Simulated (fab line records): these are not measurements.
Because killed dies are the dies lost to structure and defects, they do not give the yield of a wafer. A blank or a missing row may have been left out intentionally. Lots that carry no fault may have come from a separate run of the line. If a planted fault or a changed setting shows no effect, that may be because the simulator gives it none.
Split-lot experiment + flow n5Finfet + 7 lots, 21 wafers read, on a route of 1938 steps

== ON THE SPLIT ==
At N5_BEOL_M0_ETCH_128 (etches SiCN in CF4/N2, target depth 12 nm, overetch 5.1 nm, time 21.4 s), the setting sourceW was moved away from the recipe's 430 W on 4 of the 21 wafers read, by -14.6% to +16.4%. All remaining wafers had this setting at the recipe value.

The reading comes from the split's own step.

== THE READING ==
rfVppV, in V, at N5_BEOL_M0_ETCH_128 (etches SiCN in CF4/N2, target depth 12 nm, overetch 5.1 nm, time 21.4 s). Fault-free wafers of this fab line usually give 382.4 V, standard deviation 2.2 V.

| wafer  | tool, chamber at the split | sourceW as run, W | against the recipe | rfVppV, V | against lot-mates on the recipe |
|--------|----------------------------|-------------------|--------------------|-----------|---------------------------------|
| L079.2 | rieDiel-03, 1              | 430               | recipe             | 379.4     | -                               |
| L079.3 | rieDiel-03, 0              | 430               | recipe             | 385.6     | -                               |
| L079.4 | rieDiel-03, 1              | 430               | recipe             | 380.0     | -                               |
| L081.3 | rieDiel-03, 2              | 500.6             | +16.4%             | 360.9     | -22.4                           |
| L081.5 | rieDiel-03, 0              | 430               | recipe             | 384.1     | -                               |
| L081.6 | rieDiel-03, 3              | 430               | recipe             | 382.5     | -                               |
| L085.1 | rieDiel-03, 3              | 367.4             | -14.6%             | 404.0     | +25.4                           |
| L085.4 | rieDiel-03, 1              | 430               | recipe             | 378.6     | -                               |
| L085.6 | rieDiel-03, 0              | 367.4             | -14.6%             | 403.8     | +25.2                           |
| L088.2 | rieDiel-01, 3              | 392               | -8.8%              | 397.5     | +13.8                           |
| L088.3 | rieDiel-01, 0              | 430               | recipe             | 382.4     | -                               |
| L088.4 | rieDiel-01, 2              | 430               | recipe             | 385.1     | -                               |
| L089.2 | rieDiel-03, 1              | 430               | recipe             | 380.0     | -                               |
| L089.5 | rieDiel-03, 2              | 430               | recipe             | 380.5     | -                               |
| L089.6 | rieDiel-03, 1              | 430               | recipe             | 379.3     | -                               |
| L094.2 | rieDiel-05, 0              | 430               | recipe             | 382.3     | -                               |
| L094.3 | rieDiel-05, 3              | 430               | recipe             | 380.1     | -                               |
| L094.4 | rieDiel-05, 2              | 430               | recipe             | 381.2     | -                               |
| L096.1 | rieDiel-03, 2              | 430               | recipe             | 380.0     | -                               |
| L096.2 | rieDiel-03, 3              | 430               | recipe             | 381.5     | -                               |
| L096.4 | rieDiel-03, 0              | 430               | recipe             | 383.7     | -                               |

FIT RESULTS
A straight line over all 21 wafers: rfVppV changes by -1.45 V for each +1% of sourceW; r = -0.97; the points scatter about the line by 2.2 V.
The same after taking each lot's own level away (the mean of its wafers on the recipe; 21 wafers): -1.58 V for each +1%; r = -0.98; scatter 1.8 V.
The reading moves by 26 V for the largest change in sourceW, on that fit.
Measured against the standard deviation above, the lots' own levels, which go from 378.60 to 383.75 V, span 2.3 times it.
Consequently the slope shifts little with the lot-to-lot level, the two slopes agreeing.
Check: for one of the wafers moved furthest among these (+16.4%), held out of the fit, the line's prediction against its lot-mates is -28.1 V. It came out at -22.4 V against them.
Tool readings at the split's step, against how far the setting was moved: rfVppV r = -0.97.

== THESE WAFERS: OTHER SPLITS ==
Before the reading, these wafers also passed through other splits. Each is held against what the fit with the lots' levels taken away leaves over:
| other split on the same wafers           | wafers away from the commonest value | r with rfVppV (lot level and that fit taken away) |
|------------------------------------------|--------------------------------------|---------------------------------------------------|
| N5_MOL_CONTACT_COAG_ETCH_47 overEtchFrac | 11                                   | -0.07                                             |
| N5_BEOL_M0_SAQP_PECVD_03 timeS           | 6                                    | +0.17                                             |
| N5_BEOL_M0_SAQP_COAT_08 spinRpm          | 8                                    | +0.19                                             |

== THE FILE'S OWN FIT ==
rfVppV changes by -1.53 V for each +1% of sourceW, r = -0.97.
